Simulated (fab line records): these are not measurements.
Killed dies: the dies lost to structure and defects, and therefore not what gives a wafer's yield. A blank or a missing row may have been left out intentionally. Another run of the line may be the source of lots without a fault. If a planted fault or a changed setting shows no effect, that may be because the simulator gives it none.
A struck lot beside a sound one || flow n5 finfet || 16 out of 1938 route steps
Sound: the wafers L608.1, L608.4, L608.5. Struck: wafer L614.4. (L614.3, L614.5 of the same lot were not struck and are left out.) The cause comes at the end.
Order at every step that has rows: each side's tool, ch and its chambers, its first start. Under that, the readings that differ: sound wafers || struck wafers || difference of the means || sigmas: that difference in standard deviations of wafers without a fault.
alike: same words and numbers on both sides, and readings whose means sit less than 2 such deviations apart. not compared: any withheld reading, any reading some wafer has no value for, any bound like >300 that may hide the same value, and any number with overlapping values for which the record gives no deviation.
Wherever a step has rows on one side only, a row that says differs or no value, or a row with sigmas, the two part there. Non-overlapping numbers with no deviation appear without sigmas and do not part them. Lack of a reading on every wafer of one side parts them only where that side has two or more wafers.

N5_MIM_BOT_SPUTTER_00: material TiN, target thk 35 nm, time 89.7 s.
  sound: pvd sputter-01 at day 13 14:07; struck: pvd sputter-03 at day 15 03:58
  alike: throttle valve pct
N5_MIM_TOP_ALD_00: deposits Al2O3, purge time 3 s, co reactant pulse time 3 s.
  sound on ald hk-01 ch 1,2, day 13 14:13; struck on ald hk-03 ch 2, day 15 04:04
  alike: precursor pulse height rel
N5_MIM_TOP_ALD_01: deposits HfO2, target thk 5.6 nm, pulse time 1 s, purge time 3 s.
  sound on ald hk-01 ch 1,2; struck on ald hk-03 ch 2
  alike: precursor pulse height rel
N5_MIM_TOP_ALD_02: deposits Al2O3, purge time 3 s, co reactant pulse time 3 s.
  sound on ald hk-01 ch 1,2; struck on ald hk-03 ch 2
  alike: precursor pulse height rel
N5_MIM_TOP_DEGAS_04: time 60 s.
  sound: pvd sputter-02 at day 13 15:19; struck: pvd sputter-02 at day 15 04:31
  alike: heater power w
then, 7 steps without rows for these wafers: N5_MIM_TOP_SPUTTER_03 (material TiN, target thk 35 nm, time 89.7 s); N5_MIM_TOP_LITHO_HMDS_01 (time 60 s); N5_MIM_TOP_LITHO_COAT_02; N5_MIM_TOP_LITHO_EBR_04; N5_MIM_TOP_LITHO_SOFTBAKE_03 (time 90 s); N5_MIM_TOP_LITHO_EXPOSE_05 (exposes mask MIM TOP, target cd 2000 nm); N5_MIM_TOP_LITHO_PEB_06.
N5_MIM_TOP_LITHO_DEVELOP_07: develop time 60 s.
  sound on litho track-03 ch 0, day 13 15:38; struck on litho track-03 ch 0, day 15 04:58
then, 1 step without rows for these wafers: N5_MIM_TOP_LITHO_HARDBAKE_09 (time 120 s).
N5_MIM_TOP_LITHO_CD_MEAS_08 targets a cd of 2000 nm.
  sound on cd sem-02 ch 0, day 13 15:45; struck on cd sem-01 ch 0, day 15 05:05
{"reading": "cd nm (nm)", "sound": "2001.4 2001.1 2001.8", "struck": 1995.1, "difference": -6.3, "sigmas": -4}
N5_MIM_TOP_LITHO_OVL_MEAS_11:
  sound on overlay-02 ch 0, day 13 15:47; struck on overlay-01 ch 0, day 15 05:06
  alike: MIM_TOP_OVL

== WHERE THEY PART ==
Within this record, at N5_MIM_TOP_LITHO_CD_MEAS_08 only. Later steps at which nothing parts them and some readings are alike: N5_MIM_TOP_LITHO_OVL_MEAS_11.

WHY: what had been put in by the simulator
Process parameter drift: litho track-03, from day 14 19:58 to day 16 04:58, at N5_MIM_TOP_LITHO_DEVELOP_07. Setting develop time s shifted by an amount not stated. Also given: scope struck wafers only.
